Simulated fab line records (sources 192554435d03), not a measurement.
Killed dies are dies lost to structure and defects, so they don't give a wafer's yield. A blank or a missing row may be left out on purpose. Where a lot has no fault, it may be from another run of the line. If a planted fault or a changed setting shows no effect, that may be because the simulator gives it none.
Matching of chambers    flow n5 finfet    N5_ZERO_LAYER_PECVD_02 on pecvd-03: 3 sister chambers
The step deposits SiO2 from SiH4/N2O, target thk 10 nm, time 6 s. 18 wafers are shown with their chamber, then 9 later ones without.

== WAFERS, EACH WITH ITS CHAMBER ==
wafer   chamber  showerhead plenum p Torr (Torr)  heater power w (W)
L074.2  1        8.10                             727
L074.3  2        8.16                             905
L074.6  1        8.09                             718
L075.2  1        8.07                             809
L075.5  2        8.13                             861
L075.6  0        7.95                             860
L077.2  1        8.08                             714
L077.5  1        8.10                             734
L077.6  0        8.01                             837
L079.1  0        7.95                             904
L079.2  0        7.97                             901
L079.4  0        7.99                             897
L080.1  0        7.98                             878
L080.3  0        7.99                             888
L080.4  0        7.98                             881
L081.1  0        7.96                             905
L081.3  0        7.97                             913
L081.5  0        7.97                             928

SIGNATURES, as means of the wafers listed above
reading                   chamber 0  chamber 1  chamber 2  scatter within a chamber
showerhead plenum p Torr  7.9745     8.0880     8.1450     0.0171
heater power w            890.18     740.40     883.00     30.1
Rule: a wafer lies at a distance from a chamber equal to the root of the sum of squares, over the readings, of (its reading less the chamber's mean, divided by the reading's scatter). If the next closest chamber is less than 2 further off than the closest, the wafer can't be placed; otherwise it belongs to the closest. How the scatter is found: for the shown wafers, subtract from each reading the mean of its chamber, square and add these, divide the total by (wafers less chambers), then take the root.

== WAFERS WHOSE CHAMBER IS MISSING ==
wafer   showerhead plenum p Torr (Torr)  heater power w (W)
L093.2  8.11                             801
L093.5  8.08                             816
L093.6  7.99                             970
L094.1  7.99                             958
L094.4  8.14                             922
L094.6  7.98                             913
L095.1  8.07                             782
L095.3  8.00                             938
L095.4  7.97                             972

== EACH ONE'S CHAMBER ==
wafer   from the rows above      in truth
L093.2  can't be placed: 1 or 2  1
L093.5  can't be placed: 1 or 2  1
L093.6  0                        0
L094.1  0                        0
L094.4  2                        2
L094.6  0                        0
L095.1  1                        1
L095.3  0                        0
L095.4  0                        0
Correct placement for 7 of the 9. Not placeable from these rows: 2 (in 2, the candidates include the true chamber). Number placed wrongly: 0.
